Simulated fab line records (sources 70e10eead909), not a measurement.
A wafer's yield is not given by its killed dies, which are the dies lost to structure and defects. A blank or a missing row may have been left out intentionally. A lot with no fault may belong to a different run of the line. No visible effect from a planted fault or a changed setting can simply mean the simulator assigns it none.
fab line records	flow nand-harc
record lots=24	wafers=72	last-day=25
route steps=1159 shown P_M1@301 P_M2@331 P_BONDPAD@351
lots with no fault: from the same line, run without faults
start-h: the number of hours between the record's first day and the start of the first shown wafer of the lot	wait-h: hours since the lot's step before	" same as the row above	L1.1+2: one row covering several wafers at once	- no value, or no start given	* or withheld: withheld	< > ~ a bound
route shown NAME@n: names a module that has steps shown in the file, with the first one's number in the route	usual: mean and standard deviation over wafers with no fault	same: alike in all rows	chamber/n: place in a boat	sites: the reading at each site	_std_site: the standard deviation of these	_edge_site: inner sites' mean taken away from outer sites' mean	radius-mm: for every site, how far away it sits from the centre of the wafer	mask NAME#n: copy n	behind: the tool/chamber that last shaped the wafer	hold: what put the lot on hold/how long, in hours/how the hold closed	device: the transistor (n, p or np) that didn't switch	end of line: tests of these same wafers at the route's end	step lacking rows: just its recipe	killed: at the first sort, the dies lost to defects and structure; wafer yield is something else	map: per-die view of a wafer (x killed, . not killed, _ where there is no die)
set.NAME: the setting the step ran with; set.NAME@STEP: the setting that earlier step ran with	model.NAME: the simulator's own value behind a step, which no gauge read
one table for each step of the route and one row for each wafer, over a sample of lots
services: from which hour (start-h, from the record's first day; less than 0 if before it) a tool's chamber was out of use, for how many hours, and why
## steps
# step NHARC_P_M1_CD_MEAS_16
# usual cd-nm=130.0/0.58
lot.wafer	tool	chamber	start-h	wait-h	cd-nm
L074.1	cd-sem-03	-	119.81	-	129.4
L074.4	"	-	"	"	129.5
L074.5	"	-	"	"	129.9
L077.3	cd-sem-01	-	136.79	-	130.2
L077.4	"	-	"	"	130.3
L077.6	"	-	"	"	130.3
L076.1	cd-sem-01	-	141.36	-	129.4
L076.2	"	-	"	"	129.5
L076.6	"	-	"	"	129.1
L075.2	cd-sem-02	-	142.35	-	130.2
L075.4	"	-	"	"	129.6
L075.6	"	-	"	"	130.1
L078.3	cd-sem-02	-	144.51	-	129.9
L078.4	"	-	"	"	129.9
L078.5	"	-	"	"	130.4
L079.2	cd-sem-03	-	150.66	-	129.8
L079.3	"	-	"	"	129.9
L079.5	"	-	"	"	130.7
L080.1	cd-sem-03	-	151.36	-	130.1
L080.2	"	-	"	"	130.3
L080.3	"	-	"	"	130.9
L082.2	cd-sem-01	-	162.13	-	129.8
L082.3	"	-	"	"	130.8
L082.6	"	-	"	"	130.6
L081.1	cd-sem-02	-	163.56	-	129.4
L081.4	"	-	"	"	130.4
L081.6	"	-	"	"	129.4
L084.1	cd-sem-03	-	173.81	-	130.1
L084.4	"	-	"	"	129.4
L084.6	"	-	"	"	129.1
L083.2	cd-sem-02	-	176.46	-	129.5
L083.4	"	-	"	"	130.2
L083.5	"	-	"	"	130.2
L086.1	cd-sem-02	-	202.19	-	130.6
L086.2	"	-	"	"	130.9
L086.4	"	-	"	"	130.3
L087.1	cd-sem-02	-	202.51	-	130.5
L087.4	"	-	"	"	130.6
L087.5	"	-	"	"	129.6
L085.1	cd-sem-02	-	203.38	-	130.6
L085.3	"	-	"	"	130.4
L085.6	"	-	"	"	129.8
L089.1	cd-sem-01	-	209.02	-	130.8
L089.4	"	-	"	"	130.1
L089.5	"	-	"	"	130.9
L088.3	cd-sem-03	-	209.64	-	129.7
L088.4	"	-	"	"	129.5
L088.5	"	-	"	"	130.3
L090.1	cd-sem-03	-	216.47	-	129.8
L090.3	"	-	"	"	130.0
L090.6	"	-	"	"	130.6
L092.2	cd-sem-02	-	223.31	-	130.0
L092.3	"	-	"	"	130.1
L092.6	"	-	"	"	130.0
L091.2	cd-sem-02	-	224.07	-	129.2
L091.4	"	-	"	"	129.6
L091.6	"	-	"	"	129.2
L093.2	cd-sem-02	-	238.06	-	129.3
L093.3	"	-	"	"	130.0
L093.4	"	-	"	"	129.9
L094.4	cd-sem-02	-	238.66	-	129.4
L094.5	"	-	"	"	130.8
L094.6	"	-	"	"	129.5
L095.2	cd-sem-03	-	245.71	-	130.2
L095.5	"	-	"	"	129.3
L095.6	"	-	"	"	129.5
L096.3	cd-sem-01	-	255.71	-	130.3
L096.4	"	-	"	"	130.0
L096.5	"	-	"	"	130.9
L097.3	cd-sem-03	-	256.39	-	128.5
L097.4	"	-	"	"	129.2
L097.6	"	-	"	"	129.1
# step NHARC_P_M1_INSPECT_27
# usual raw-defect-count=314/100
lot.wafer	tool	chamber	start-h	wait-h	raw-defect-count
L074.1	defect-inspect-01	-	122.15	0.0	148
L074.4	"	-	"	"	195
L074.5	"	-	"	"	345
L077.3	defect-inspect-02	-	139.07	0.0	299
L077.4	"	-	"	"	187
L077.6	"	-	"	"	235
L076.1	defect-inspect-02	-	143.64	0.0	258
L076.2	"	-	"	"	412
L076.6	"	-	"	"	381
L075.2	defect-inspect-02	-	144.70	0.0	290
L075.4	"	-	"	"	279
L075.6	"	-	"	"	292
L078.3	defect-inspect-01	-	146.79	0.0	245
L078.4	"	-	"	"	355
L078.5	"	-	"	"	364
L079.2	defect-inspect-02	-	152.95	0.0	260
L079.3	"	-	"	"	259
L079.5	"	-	"	"	312
L080.1	defect-inspect-01	-	153.68	0.0	367
L080.2	"	-	"	"	448
L080.3	"	-	"	"	317
L082.2	defect-inspect-01	-	164.41	0.0	187
L082.3	"	-	"	"	224
L082.6	"	-	"	"	384
L081.1	defect-inspect-02	-	165.83	0.0	316
L081.4	"	-	"	"	224
L081.6	"	-	"	"	187
L084.1	defect-inspect-02	-	176.11	0.0	277
L084.4	"	-	"	"	192
L084.6	"	-	"	"	136
L083.2	defect-inspect-02	-	178.75	0.0	438
L083.4	"	-	"	"	303
L083.5	"	-	"	"	396
L086.1	defect-inspect-01	-	204.47	0.0	325
L086.2	"	-	"	"	563
L086.4	"	-	"	"	381
L087.1	defect-inspect-01	-	204.79	0.0	405
L087.4	"	-	"	"	290
L087.5	"	-	"	"	399
L085.1	defect-inspect-01	-	205.70	0.0	297
L085.3	"	-	"	"	381
L085.6	"	-	"	"	336
L089.1	defect-inspect-02	-	211.33	0.0	230
L089.4	"	-	"	"	439
L089.5	"	-	"	"	413
L088.3	defect-inspect-02	-	211.94	0.0	233
L088.4	"	-	"	"	177
L088.5	"	-	"	"	158
L090.1	defect-inspect-02	-	218.78	0.0	333
L090.3	"	-	"	"	147
L090.6	"	-	"	"	270
L092.2	defect-inspect-01	-	225.59	0.0	460
L092.3	"	-	"	"	285
L092.6	"	-	"	"	318
L091.2	defect-inspect-01	-	226.33	0.0	333
L091.4	"	-	"	"	506
L091.6	"	-	"	"	319
L093.2	defect-inspect-01	-	240.35	0.0	303
L093.3	"	-	"	"	298
L093.4	"	-	"	"	451
L094.4	defect-inspect-01	-	241.06	0.0	227
L094.5	"	-	"	"	181
L094.6	"	-	"	"	168
L095.2	defect-inspect-01	-	248.36	0.0	493
L095.5	"	-	"	"	545
L095.6	"	-	"	"	398
L096.3	defect-inspect-01	-	257.96	0.0	333
L096.4	"	-	"	"	391
L096.5	"	-	"	"	419
L097.3	defect-inspect-01	-	258.67	0.0	294
L097.4	"	-	"	"	324
L097.6	"	-	"	"	287
# step NHARC_P_M1_DEP_33
# recipe target-thk-a=300	temp-c=370	target-thk-nm=30	pressure-torr=3	flow-sccm=200	rf-w=450	material=SiCN
# usual heater-power-w=560/110
lot.wafer	tool	chamber	start-h	wait-h	heater-power-w
L074.1	pecvd-01	1	122.39	0.1	690
L074.5	"	2	"	"	506
L074.4	"	0	"	"	827
L077.3	pecvd-03	2	139.30	0.1	447
L077.4	"	0	"	"	576
L077.6	"	1	"	"	542
L076.2	pecvd-01	2	143.79	0.1	437
L076.1	"	0	"	"	825
L076.6	"	1	"	"	659
L075.2	pecvd-02	0	145.05	0.1	500
L075.6	"	0	"	"	512
L075.4	"	1	"	"	573
L078.3	pecvd-02	2	147.02	0.1	816
L078.4	"	1	"	"	600
L078.5	"	2	"	"	816
L079.2	pecvd-03	1	153.10	0.1	487
L079.3	"	0	"	"	609
L079.5	"	2	"	"	448
L080.1	pecvd-03	2	153.82	0.1	420
L080.2	"	0	"	"	601
L080.3	"	1	"	"	506
L082.3	pecvd-03	0	164.56	0.1	605
L082.2	"	2	"	"	431
L082.6	"	0	"	"	600
L081.1	pecvd-03	1	166.02	0.1	497
L081.6	"	1	"	"	482
L081.4	"	2	"	"	483
L084.1	pecvd-03	0	176.35	0.1	637
L084.4	"	1	"	"	493
L084.6	"	0	"	"	610
L083.2	pecvd-01	2	178.89	0.1	472
L083.4	"	2	"	"	473
L083.5	"	0	"	"	764
L086.1	pecvd-02	2	204.62	0.1	690
L086.2	"	1	"	"	593
L086.4	"	1	"	"	576
L087.1	pecvd-03	1	205.02	0.1	526
L087.5	"	0	"	"	634
L087.4	"	1	"	"	523
L085.1	pecvd-03	1	205.89	0.1	531
L085.3	"	2	"	"	464
L085.6	"	2	"	"	467
L089.1	pecvd-03	1	211.56	0.1	534
L089.5	"	0	"	"	590
L089.4	"	1	"	"	531
L088.4	pecvd-02	1	212.25	0.2	532
L088.3	"	2	"	"	777
L088.5	"	2	"	"	804
L090.1	pecvd-03	1	218.92	0.1	456
L090.3	"	2	"	"	462
L090.6	"	2	"	"	478
L092.3	pecvd-02	1	225.74	0.1	529
L092.2	"	2	"	"	649
L092.6	"	0	"	"	556
L091.2	pecvd-03	0	226.52	0.1	632
L091.4	"	0	"	"	611
L091.6	"	1	"	"	531
L093.2	pecvd-03	0	240.50	0.1	537
L093.3	"	1	"	"	490
L093.4	"	1	"	"	497
L094.4	pecvd-03	0	241.37	0.2	515
L094.5	"	1	"	"	513
L094.6	"	2	"	"	460
L095.2	pecvd-02	1	248.61	0.1	567
L095.5	"	0	"	"	532
L095.6	"	1	"	"	563
L096.3	pecvd-01	0	258.11	0.1	741
L096.5	"	0	"	"	752
L096.4	"	1	"	"	717
L097.3	pecvd-03	1	258.86	0.1	453
L097.4	"	0	"	"	571
L097.6	"	2	"	"	425
# step NHARC_P_M2_DESCUM_14
# recipe time-s=3	o2-flow-sccm=200	ar-flow-sccm=0	bias-power-w=0	chemistry=O2
# usual drypump-motor-current-A=5.9/0.56	oes-product-au=0.999/0.006	rf-vpp-V=58.1/0.95	showerhead-plenum-p-Torr=1.98/0.074	throttle-valve-pct=11.311/0.0088
lot.wafer	tool	chamber	start-h	wait-h	drypump-motor-current-A	oes-product-au	rf-hours-counter-h	rf-vpp-V	showerhead-plenum-p-Torr	throttle-valve-pct
L074.1	rie-diel-04	1	123.61	0.1	4.9	0.990	1	59.7	1.92	11.316
L074.4	"	3	"	"	6.7	1.006	1	56.4	1.84	11.312
L074.5	"	2	"	"	5.3	0.997	-	57.7	1.92	11.322
L077.4	rie-diel-13	1	140.51	0.1	5.9	0.993	1	56.8	1.88	11.294
L077.3	"	2	"	"	6.1	1.005	1	59.3	2.02	11.323
L077.6	"	3	"	"	6.0	0.999	-	57.2	2.06	11.327
L076.1	rie-diel-07	0	145.21	0.1	5.3	0.989	19	57.6	1.98	11.324
L076.2	"	1	"	"	5.0	0.994	19	58.9	2.01	11.325
L076.6	"	0	"	"	5.3	1.012	-	58.7	1.98	11.311
L075.2	rie-diel-13	2	146.53	0.1	6.0	1.000	1	58.0	2.02	11.307
L075.4	"	0	"	"	6.8	1.001	1	58.5	2.04	11.321
L075.6	"	1	"	"	5.9	1.000	-	56.5	1.88	11.302
L078.3	rie-diel-13	3	148.36	0.1	6.0	1.009	2	58.6	2.06	11.315
L078.4	"	1	"	"	5.9	1.013	1	56.2	1.88	11.312
L078.5	"	3	"	"	6.0	1.001	-	56.1	2.06	11.316
L079.3	rie-diel-07	3	154.43	0.1	5.1	1.009	18	58.5	1.86	11.295
L079.2	"	0	"	"	5.3	0.999	20	58.2	1.98	11.318
L079.5	"	3	"	"	5.1	1.002	-	57.2	1.86	11.330
L080.3	rie-diel-13	0	155.26	0.1	6.8	1.011	2	56.9	2.04	11.301
L080.2	"	2	"	"	6.1	0.998	2	58.5	2.02	11.302
L080.1	"	3	"	"	6.0	0.994	2	57.5	2.06	11.302
L082.2	rie-diel-13	0	165.85	0.1	6.8	0.997	2	59.8	2.04	11.315
L082.3	"	1	"	"	5.9	0.993	2	57.4	1.88	11.302
L082.6	"	1	"	"	5.9	1.000	-	56.5	1.88	11.296
L081.4	rie-diel-13	0	167.32	0.1	6.8	1.003	3	58.4	2.04	11.326
L081.1	"	1	"	"	5.9	0.999	2	57.6	1.88	11.301
L081.6	"	3	"	"	6.0	0.995	-	59.0	2.06	11.302
L084.1	rie-diel-07	1	177.69	0.1	5.0	1.000	23	58.6	2.01	11.307
L084.6	"	2	"	"	5.0	1.006	-	58.4	1.98	11.323
L084.4	"	0	"	"	5.3	0.999	-	56.9	1.98	11.310
L083.2	rie-diel-13	0	180.32	0.1	6.8	1.001	3	59.3	2.04	11.297
L083.4	"	2	"	"	6.1	1.005	3	58.1	2.02	11.317
L083.5	"	1	"	"	5.9	0.993	-	57.6	1.88	11.304
L086.1	rie-diel-13	2	206.06	0.1	6.1	1.011	4	57.8	2.02	11.302
L086.4	"	3	"	"	6.1	1.005	4	58.9	2.06	11.311
L086.2	"	0	"	"	6.8	1.008	4	58.7	2.04	11.321
L087.1	rie-diel-13	3	206.39	0.1	6.1	0.999	4	58.0	2.06	11.313
L087.4	"	1	"	"	5.9	0.994	-	58.1	1.88	11.307
L087.5	"	2	"	"	6.1	1.005	-	59.0	2.02	11.326
L085.3	rie-diel-13	2	207.26	0.1	6.0	0.997	4	58.7	2.02	11.302
L085.1	"	3	"	"	6.0	0.993	4	59.3	2.06	11.306
L085.6	"	3	"	"	6.0	0.998	-	58.4	2.06	11.303
L089.1	rie-diel-13	0	212.79	0.1	6.8	0.992	4	59.9	2.04	11.315
L089.4	"	1	"	"	5.9	1.000	4	58.8	1.88	11.316
L089.5	"	3	"	"	6.0	1.005	-	58.6	2.06	11.301
L088.4	rie-diel-13	3	213.71	0.1	6.1	0.997	4	57.6	2.06	11.315
L088.3	"	0	"	"	6.8	0.999	4	57.5	2.04	11.313
L088.5	"	2	"	"	6.0	0.998	-	58.1	2.02	11.312
L090.3	rie-diel-04	2	220.26	0.1	5.4	0.991	36	57.4	1.90	11.316
L090.1	"	3	"	"	6.7	0.988	37	56.8	1.83	11.294
L090.6	"	1	"	"	5.0	0.989	-	57.1	1.90	11.318
L092.2	rie-diel-13	3	227.17	0.1	6.0	1.004	5	57.6	2.06	11.319
L092.3	"	0	"	"	6.7	0.995	4	59.1	2.04	11.318
L092.6	"	0	"	"	6.7	0.999	-	58.5	2.04	11.295
L091.4	rie-diel-13	0	228.27	0.1	6.8	0.993	5	58.8	2.04	11.300
L091.2	"	2	"	"	6.1	1.002	5	58.4	2.02	11.314
L091.6	"	0	"	"	6.7	0.992	-	58.2	2.04	11.316
L093.2	rie-diel-13	0	241.78	0.1	6.8	0.999	5	59.0	2.04	11.305
L093.4	"	1	"	"	5.8	1.006	6	57.2	1.88	11.304
L093.3	"	3	"	"	6.1	1.006	6	59.5	2.06	11.312
L094.4	rie-diel-07	3	242.66	0.1	5.1	1.000	2	58.1	1.86	11.305
L094.5	"	1	"	"	5.0	1.005	-	59.8	2.01	11.311
L094.6	"	2	"	"	4.9	0.992	-	57.9	1.97	11.308
L095.2	rie-diel-13	3	250.23	0.1	6.0	1.007	6	57.6	2.06	11.328
L095.5	"	1	"	"	5.9	0.999	-	58.1	1.88	11.318
L095.6	"	2	"	"	6.0	0.997	-	57.4	2.02	11.318
L096.3	rie-diel-07	1	259.53	0.1	5.0	1.004	4	57.5	2.01	11.321
L096.4	"	3	"	"	5.1	1.006	-	57.2	1.86	11.307
L096.5	"	2	"	"	5.0	1.003	-	57.6	1.97	11.325
L097.3	rie-diel-13	3	260.25	0.1	6.0	1.003	6	56.8	2.06	11.307
L097.6	"	3	"	"	6.1	1.006	-	56.8	2.06	11.301
L097.4	"	0	"	"	6.8	1.004	-	60.2	2.04	11.310
# step NHARC_P_BONDPAD_DEP_00
# recipe target-thk-a=2500	temp-c=370	target-thk-nm=250	pressure-torr=3	flow-sccm=200	rf-w=450	material=SiCN
# usual heater-power-w=583/120
lot.wafer	tool	chamber	start-h	wait-h	heater-power-w
L074.1	pecvd-03	0	-	-	636
L074.5	"	0	"	"	619
L074.4	"	2	"	"	425
L077.3	pecvd-02	1	143.70	-	588
L077.4	"	2	"	"	818
L077.6	"	0	"	"	565
L076.2	pecvd-03	2	148.43	-	487
L076.1	"	1	"	"	518
L076.6	"	1	"	"	525
L075.2	pecvd-03	1	150.75	-	441
L075.4	"	1	"	"	466
L075.6	"	0	"	"	571
L078.3	pecvd-01	2	151.55	-	483
L078.4	"	0	"	"	770
L078.5	"	1	"	"	705
L079.2	pecvd-01	0	157.62	-	814
L079.3	"	1	"	"	629
L079.5	"	0	"	"	831
L080.2	pecvd-01	2	158.45	-	452
L080.1	"	0	"	"	797
L080.3	"	1	"	"	690
L082.3	pecvd-02	0	-	-	464
L082.2	"	2	"	"	767
L082.6	"	2	"	"	635
L081.1	pecvd-02	2	170.44	-	777
L081.6	"	0	"	"	568
L081.4	"	1	"	"	590
L084.1	pecvd-01	2	180.87	-	416
L084.6	"	2	"	"	421
L084.4	"	1	"	"	676
L083.2	pecvd-02	1	183.65	-	605
L083.5	"	0	"	"	470
L083.4	"	1	"	"	485
L086.1	pecvd-02	1	209.31	-	615
L086.2	"	2	"	"	707
L086.4	"	2	"	"	735
L087.1	pecvd-01	0	209.86	-	770
L087.4	"	0	"	"	776
L087.5	"	2	"	"	387
L085.1	pecvd-03	1	210.74	-	490
L085.3	"	2	"	"	472
L085.6	"	2	"	"	475
L089.1	pecvd-01	0	216.03	-	740
L089.5	"	2	"	"	470
L089.4	"	0	"	"	757
L088.3	pecvd-02	2	216.97	0.3	752
L088.5	"	0	"	"	467
L088.4	"	1	"	"	560
L090.3	pecvd-03	1	223.56	-	474
L090.1	"	2	"	"	409
L090.6	"	2	"	"	420
L092.2	pecvd-02	1	230.31	-	584
L092.3	"	0	"	"	563
L092.6	"	0	"	"	563
L091.2	pecvd-03	0	-	-	621
L091.6	"	0	"	"	603
L091.4	"	2	"	"	381
L093.2	pecvd-03	1	-	-	533
L093.3	"	2	"	"	437
L093.4	"	2	"	"	446
L094.4	pecvd-02	1	246.13	0.5	537
L094.5	"	1	"	"	557
L094.6	"	0	"	"	511
L095.2	pecvd-01	2	254.73	-	406
L095.6	"	2	"	"	425
L095.5	"	0	"	"	645
L096.3	pecvd-03	0	262.88	-	530
L096.5	"	0	"	"	539
L096.4	"	1	"	"	527
L097.3	pecvd-01	1	263.96	-	665
L097.4	"	0	"	"	792
L097.6	"	1	"	"	667
# step NHARC_P_BONDPAD_CD_MEAS_09
# recipe target-cd-nm=500	landing-energy-ev=500
# usual cd-nm=500.6/1.5
lot.wafer	tool	chamber	start-h	wait-h	cd-nm
L074.1	cd-sem-01	0	127.95	-	500.7
L074.4	"	0	"	"	499.7
L074.5	"	0	"	"	501.3
L077.3	cd-sem-03	0	144.92	-	502.3
L077.4	"	0	"	"	503.1
L077.6	"	0	"	"	503.9
L076.1	cd-sem-01	0	149.67	-	499.5
L076.2	"	0	"	"	502.9
L076.6	"	0	"	"	500.3
L075.2	cd-sem-03	0	151.86	-	500.7
L075.4	"	0	"	"	499.7
L075.6	"	0	"	"	501.3
L078.3	cd-sem-01	0	152.65	-	499.4
L078.4	"	0	"	"	501.1
L078.5	"	0	"	"	502.6
L079.2	cd-sem-03	0	158.68	-	501.3
L079.3	"	0	"	"	501.2
L079.5	"	0	"	"	499.7
L080.1	cd-sem-02	0	159.57	-	499.2
L080.2	"	0	"	"	501.3
L080.3	"	0	"	"	501.9
L082.2	cd-sem-03	0	170.40	-	503.3
L082.3	"	0	"	"	501.6
L082.6	"	0	"	"	503.1
L081.1	cd-sem-02	0	171.55	-	502.5
L081.4	"	0	"	"	498.7
L081.6	"	0	"	"	501.4
L084.1	cd-sem-02	0	182.09	-	501.7
L084.4	"	0	"	"	499.9
L084.6	"	0	"	"	502.2
L083.2	cd-sem-02	0	184.66	-	501.4
L083.4	"	0	"	"	502.4
L083.5	"	0	"	"	502.0
L086.1	cd-sem-03	0	210.67	-	498.2
L086.2	"	0	"	"	498.9
L086.4	"	0	"	"	498.1
L087.1	cd-sem-02	0	211.09	-	499.7
L087.4	"	0	"	"	501.2
L087.5	"	0	"	"	498.1
L085.1	cd-sem-03	0	211.79	-	499.0
L085.3	"	0	"	"	500.1
L085.6	"	0	"	"	499.1
L089.1	cd-sem-02	0	217.08	-	501.5
L089.4	"	0	"	"	501.5
L089.5	"	0	"	"	499.2
L088.3	cd-sem-02	0	218.20	-	502.0
L088.4	"	0	"	"	500.6
L088.5	"	0	"	"	502.3
L090.1	cd-sem-01	0	224.66	-	499.1
L090.3	"	0	"	"	499.2
L090.6	"	0	"	"	498.5
L092.2	cd-sem-01	0	231.55	-	499.5
L092.3	"	0	"	"	497.3
L092.6	"	0	"	"	500.5
L091.2	cd-sem-03	0	232.59	-	500.4
L091.4	"	0	"	"	499.3
L091.6	"	0	"	"	499.1
L093.2	cd-sem-03	0	246.94	-	500.4
L093.3	"	0	"	"	499.3
L093.4	"	0	"	"	499.0
L094.4	cd-sem-03	0	247.24	-	499.2
L094.5	"	0	"	"	499.5
L094.6	"	0	"	"	499.2
L095.2	cd-sem-02	0	255.94	-	501.7
L095.5	"	0	"	"	503.4
L095.6	"	0	"	"	501.3
L096.3	cd-sem-02	0	264.06	-	501.4
L096.4	"	0	"	"	500.6
L096.5	"	0	"	"	501.4
L097.3	cd-sem-02	0	265.10	-	499.8
L097.4	"	0	"	"	500.2
L097.6	"	0	"	"	500.3
## services
tool	chamber	start-h	hours	kind
rie-diel-13	-	99.00	9.0	pm
rie-diel-07	3	108.64	10.0	repair
pecvd-03	-	111.12	13.0	pm
pecvd-03	0	111.12	13.0	vent-cycle
pecvd-03	1	111.12	13.0	vent-cycle
pecvd-03	2	111.12	13.0	vent-cycle
rie-diel-04	-	111.99	9.0	pm
rie-diel-07	2	112.09	6.9	repair
pecvd-01	0	133.21	6.9	repair
rie-diel-07	2	136.51	10.7	repair
pecvd-02	-	153.28	13.0	pm
rie-diel-07	3	168.76	12.6	repair
rie-diel-07	1	187.53	10.0	repair
rie-diel-04	2	190.99	3.0	repair
rie-diel-13	1	208.05	1.8	repair
pecvd-02	0	209.19	7.2	repair
rie-diel-07	-	228.20	9.0	pm
rie-diel-04	2	230.12	1.6	repair
pecvd-01	-	237.85	13.0	pm
pecvd-02	2	244.55	15.1	repair
rie-diel-04	3	257.33	51.6	repair
rie-diel-07	0	257.35	2.4	repair
rie-diel-13	2	259.22	2.6	repair
pecvd-02	-	263.81	1.2	repair
## key
fault none
